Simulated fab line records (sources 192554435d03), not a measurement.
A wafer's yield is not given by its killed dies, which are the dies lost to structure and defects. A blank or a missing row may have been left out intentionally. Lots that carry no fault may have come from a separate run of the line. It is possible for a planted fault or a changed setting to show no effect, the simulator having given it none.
Lot-split experiment || flow n5_finfet || route with 1938 steps; 7 lots, 21 wafers read

SPLIT DETAILS
At N5_DUMMY_GATE_PECVD_30 (deposits SiO2 from TEOS/O2, target thk 55 nm, time 10.8 s), the setting time_s was moved away from the recipe's 10.8 s on 7 of the 21 wafers read, by -9.8% to +11.4%. All remaining wafers had this setting at the recipe value.

FROM THE SPLIT TO THE READING: what the file shows between them, 4 steps
- N5_DUMMY_GATE_COAT_34: time 60 s, resist thk 60 nm
- N5_DUMMY_GATE_COAT_35: time 60 s, resist thk 10 nm
- N5_DUMMY_GATE_STRIP_41: strips in O2
- N5_DUMMY_GATE_HM_OPEN_21: chemistry CH3F/O2, target SiNx, target depth 120 nm, time 171.4 s

THE READING
SiO2_of_DUMMY_GATE_PECVD_30.thk_nm (the simulator's own value, which no gauge read), in nm, at N5_DUMMY_GATE_ETCH_32 (etches SiO2 in CF4, target depth 3.5 nm, time 3.9 s). No usual value for it is given in the file. Average 41.0 nm, standard deviation 0.81 nm, over the 14 wafers here run with the recipe.

{"wafer": "L077.3", "tool, chamber at the split": "pecvd-01, 2", "time_s as run, s": 10.8, "against the recipe": "recipe", "SiO2_of_DUMMY_GATE_PECVD_30.thk_nm, nm": 41.8, "against lot-mates on the recipe": "-"}
{"wafer": "L077.5", "tool, chamber at the split": "pecvd-01, 0", "time_s as run, s": 10.8, "against the recipe": "recipe", "SiO2_of_DUMMY_GATE_PECVD_30.thk_nm, nm": 41.2, "against lot-mates on the recipe": "-"}
{"wafer": "L077.6", "tool, chamber at the split": "pecvd-01, 2", "time_s as run, s": 10.8, "against the recipe": "recipe", "SiO2_of_DUMMY_GATE_PECVD_30.thk_nm, nm": 42.4, "against lot-mates on the recipe": "-"}
{"wafer": "L078.1", "tool, chamber at the split": "pecvd-04, 1", "time_s as run, s": 10.8, "against the recipe": "recipe", "SiO2_of_DUMMY_GATE_PECVD_30.thk_nm, nm": 40.8, "against lot-mates on the recipe": "-"}
{"wafer": "L078.2", "tool, chamber at the split": "pecvd-04, 2", "time_s as run, s": 11.82, "against the recipe": "+9.4%", "SiO2_of_DUMMY_GATE_PECVD_30.thk_nm, nm": 44.8, "against lot-mates on the recipe": "+4.0"}
{"wafer": "L078.6", "tool, chamber at the split": "pecvd-04, 0", "time_s as run, s": 11.82, "against the recipe": "+9.4%", "SiO2_of_DUMMY_GATE_PECVD_30.thk_nm, nm": 46.4, "against lot-mates on the recipe": "+5.6"}
{"wafer": "L082.3", "tool, chamber at the split": "pecvd-01, 0", "time_s as run, s": 10.8, "against the recipe": "recipe", "SiO2_of_DUMMY_GATE_PECVD_30.thk_nm, nm": 40.4, "against lot-mates on the recipe": "-"}
{"wafer": "L082.4", "tool, chamber at the split": "pecvd-01, 2", "time_s as run, s": 9.737, "against the recipe": "-9.8%", "SiO2_of_DUMMY_GATE_PECVD_30.thk_nm, nm": 37.4, "against lot-mates on the recipe": -3.0}
{"wafer": "L082.5", "tool, chamber at the split": "pecvd-01, 0", "time_s as run, s": 9.737, "against the recipe": "-9.8%", "SiO2_of_DUMMY_GATE_PECVD_30.thk_nm, nm": 36.8, "against lot-mates on the recipe": -3.6}
{"wafer": "L090.1", "tool, chamber at the split": "pecvd-04, 0", "time_s as run, s": 12.03, "against the recipe": "+11.4%", "SiO2_of_DUMMY_GATE_PECVD_30.thk_nm, nm": 46, "against lot-mates on the recipe": "+5.9"}
{"wafer": "L090.3", "tool, chamber at the split": "pecvd-04, 1", "time_s as run, s": 10.8, "against the recipe": "recipe", "SiO2_of_DUMMY_GATE_PECVD_30.thk_nm, nm": 39.2, "against lot-mates on the recipe": "-"}
{"wafer": "L090.6", "tool, chamber at the split": "pecvd-04, 1", "time_s as run, s": 10.8, "against the recipe": "recipe", "SiO2_of_DUMMY_GATE_PECVD_30.thk_nm, nm": 41, "against lot-mates on the recipe": "-"}
{"wafer": "L092.1", "tool, chamber at the split": "pecvd-04, 2", "time_s as run, s": 10.8, "against the recipe": "recipe", "SiO2_of_DUMMY_GATE_PECVD_30.thk_nm, nm": 40.2, "against lot-mates on the recipe": "-"}
{"wafer": "L092.2", "tool, chamber at the split": "pecvd-04, 0", "time_s as run, s": 10.8, "against the recipe": "recipe", "SiO2_of_DUMMY_GATE_PECVD_30.thk_nm, nm": 41.2, "against lot-mates on the recipe": "-"}
{"wafer": "L092.6", "tool, chamber at the split": "pecvd-04, 2", "time_s as run, s": 10.8, "against the recipe": "recipe", "SiO2_of_DUMMY_GATE_PECVD_30.thk_nm, nm": 41, "against lot-mates on the recipe": "-"}
{"wafer": "L094.3", "tool, chamber at the split": "pecvd-01, 1", "time_s as run, s": 10.8, "against the recipe": "recipe", "SiO2_of_DUMMY_GATE_PECVD_30.thk_nm, nm": 41.2, "against lot-mates on the recipe": "-"}
{"wafer": "L094.4", "tool, chamber at the split": "pecvd-01, 1", "time_s as run, s": 11.94, "against the recipe": "+10.6%", "SiO2_of_DUMMY_GATE_PECVD_30.thk_nm, nm": 48, "against lot-mates on the recipe": "+7.1"}
{"wafer": "L094.6", "tool, chamber at the split": "pecvd-01, 0", "time_s as run, s": 10.8, "against the recipe": "recipe", "SiO2_of_DUMMY_GATE_PECVD_30.thk_nm, nm": 40.6, "against lot-mates on the recipe": "-"}
{"wafer": "L095.3", "tool, chamber at the split": "pecvd-02, 2", "time_s as run, s": 10.8, "against the recipe": "recipe", "SiO2_of_DUMMY_GATE_PECVD_30.thk_nm, nm": 41, "against lot-mates on the recipe": "-"}
{"wafer": "L095.5", "tool, chamber at the split": "pecvd-02, 2", "time_s as run, s": 11.24, "against the recipe": "+4.1%", "SiO2_of_DUMMY_GATE_PECVD_30.thk_nm, nm": 44.4, "against lot-mates on the recipe": "+2.7"}
{"wafer": "L095.6", "tool, chamber at the split": "pecvd-02, 1", "time_s as run, s": 10.8, "against the recipe": "recipe", "SiO2_of_DUMMY_GATE_PECVD_30.thk_nm, nm": 42.4, "against lot-mates on the recipe": "-"}

THE FIT
A straight line over all 21 wafers: SiO2_of_DUMMY_GATE_PECVD_30.thk_nm changes by +0.48 nm for each +1% of time_s; r = +0.94; the points scatter about the line by 0.94 nm.
The same after taking each lot's own level away (the mean of its wafers on the recipe; 21 wafers): +0.478 nm for each +1%; r = +0.96; scatter 0.81 nm.
The reading moves by 5.4 nm for the largest change in time_s, on that fit.
The span of the lots' own levels, 40.10 to 41.80 nm, comes to 2.1 times the standard deviation stated above.
Hence the lot-to-lot level has little effect on the slope; both slopes agree.
Check: with one of the wafers moved furthest among these (+11.4%) left out of the fit, the line predicts +5.71 nm for it against its lot-mates. It came out at +5.9 nm against them.

FURTHER SPLITS ON THESE WAFERS
Before the reading, these wafers also passed through other splits. Each is held against what the fit with the lots' levels taken away leaves over:
{"other split on the same wafers": "N5_ZERO_LAYER_EXPOSE_08 dose_mj", "wafers away from the commonest value": 5, "r with SiO2_of_DUMMY_GATE_PECVD_30.thk_nm (lot level and that fit taken away)": "+0.31"}
{"other split on the same wafers": "N5_WELL_APT_COAT_02 spin_rpm", "wafers away from the commonest value": 5, "r with SiO2_of_DUMMY_GATE_PECVD_30.thk_nm (lot level and that fit taken away)": -0.30}
{"other split on the same wafers": "N5_PMOS_HMC_CHANNEL_EPI_EXPOSE_06 dose_mj", "wafers away from the commonest value": 6, "r with SiO2_of_DUMMY_GATE_PECVD_30.thk_nm (lot level and that fit taken away)": -0.21}
{"other split on the same wafers": "N5_PMOS_HMC_CHANNEL_EPI_DEVELOP_08 develop_time_s", "wafers away from the commonest value": 4, "r with SiO2_of_DUMMY_GATE_PECVD_30.thk_nm (lot level and that fit taken away)": "+0.19"}
{"other split on the same wafers": "N5_FIN_SAQP_SPACER1_ALD_24 ald_cycles", "wafers away from the commonest value": 5, "r with SiO2_of_DUMMY_GATE_PECVD_30.thk_nm (lot level and that fit taken away)": -0.02}
{"other split on the same wafers": "N5_FIN_SAQP_COAT_68 spin_rpm", "wafers away from the commonest value": 5, "r with SiO2_of_DUMMY_GATE_PECVD_30.thk_nm (lot level and that fit taken away)": "+0.01"}

THE WHOLE CHAIN: every reading that the file lists as answering this split, in the file's order
{"step": "N5_DUMMY_GATE_PECVD_30", "what it does": "deposits SiO2 from TEOS/O2, target thk 55 nm, time 10.8 s", "reading": "SiO2_of_DUMMY_GATE_PECVD_30.thk_nm (the simulator's own value, which no gauge read)", "change (the file's fit)": "+0.527 nm for each +1% of the setting", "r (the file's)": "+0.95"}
{"step": "N5_DUMMY_GATE_ETCH_32", "what it does": "etches SiO2 in CF4, target depth 3.5 nm, time 3.9 s", "reading": "SiO2_of_DUMMY_GATE_PECVD_30.thk_nm (the simulator's own value, which no gauge read)", "change (the file's fit)": "+0.52 nm for each +1% of the setting", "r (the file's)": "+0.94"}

FILE'S OWN FIT
SiO2_of_DUMMY_GATE_PECVD_30.thk_nm changes by +0.52 nm for each +1% of time_s, r = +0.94.
